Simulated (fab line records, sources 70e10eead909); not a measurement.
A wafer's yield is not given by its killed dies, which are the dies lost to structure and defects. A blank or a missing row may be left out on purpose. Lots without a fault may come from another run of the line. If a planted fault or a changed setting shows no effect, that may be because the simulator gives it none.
Chamber matching | flow nand-harc | rie-diel-09 running NHARC_A_CONTACT_ETCH_88: 4 sister chambers
The step etches the open film in CF4, target depth 39 nm, time 65 s. 8 wafers are shown with their chamber, then 8 later ones without.

## WAFERS WITH THEIR CHAMBER
wafer  | chamber | drypump-motor-current-A (A) | showerhead-plenum-p-Torr (Torr)
L078.6 | 0       | 4.8                         | 1.75
L086.2 | 1       | 5.7                         | 1.78
L086.5 | 1       | 5.7                         | 1.78
L086.6 | 2       | 6.2                         | 1.79
L093.3 | 2       | 6.2                         | 1.79
L093.5 | 3       | 6.3                         | 1.78
L093.6 | 0       | 4.8                         | 1.74
L096.3 | 3       | 6.4                         | 1.78

## WAFERS WITH NO CHAMBER GIVEN
wafer  | drypump-motor-current-A (A) | showerhead-plenum-p-Torr (Torr)
L096.4 | 6.2                         | 1.78
L096.5 | 6.4                         | 1.78
L095.3 | 5.8                         | 1.78
L095.4 | 6.3                         | 1.78
L095.6 | 6.4                         | 1.78
L097.3 | 6.2                         | 1.78
L097.5 | 6.3                         | 1.78
L097.6 | 4.8                         | 1.74

## WHICH CHAMBER EACH WENT THROUGH
wafer  | from the rows above     | in truth
L096.4 | can't be placed: 2 or 3 | 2
L096.5 | 3                       | 3
L095.3 | 1                       | 1
L095.4 | 3                       | 3
L095.6 | 3                       | 3
L097.3 | can't be placed: 2 or 3 | 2
L097.5 | 3                       | 3
L097.6 | 0                       | 0
Correct placement for 6 of the 8. Cannot be placed on the basis of these rows: 2; the candidates contain the true chamber in 2. Number placed wrongly: 0.
How it was worked out, from the rows above alone: a wafer's distance from a chamber is the root of the sum, over the readings, of the square of ((its reading less the chamber's mean) divided by the reading's scatter). If the next closest chamber is less than 2 further off than the closest, the wafer can't be placed; otherwise it belongs to the closest. The mean given for a chamber averages the wafers shown for that chamber. The scatter: take each reading less its chamber's mean, square it, sum over the shown wafers, divide by the number of wafers less the number of chambers, and take the root.
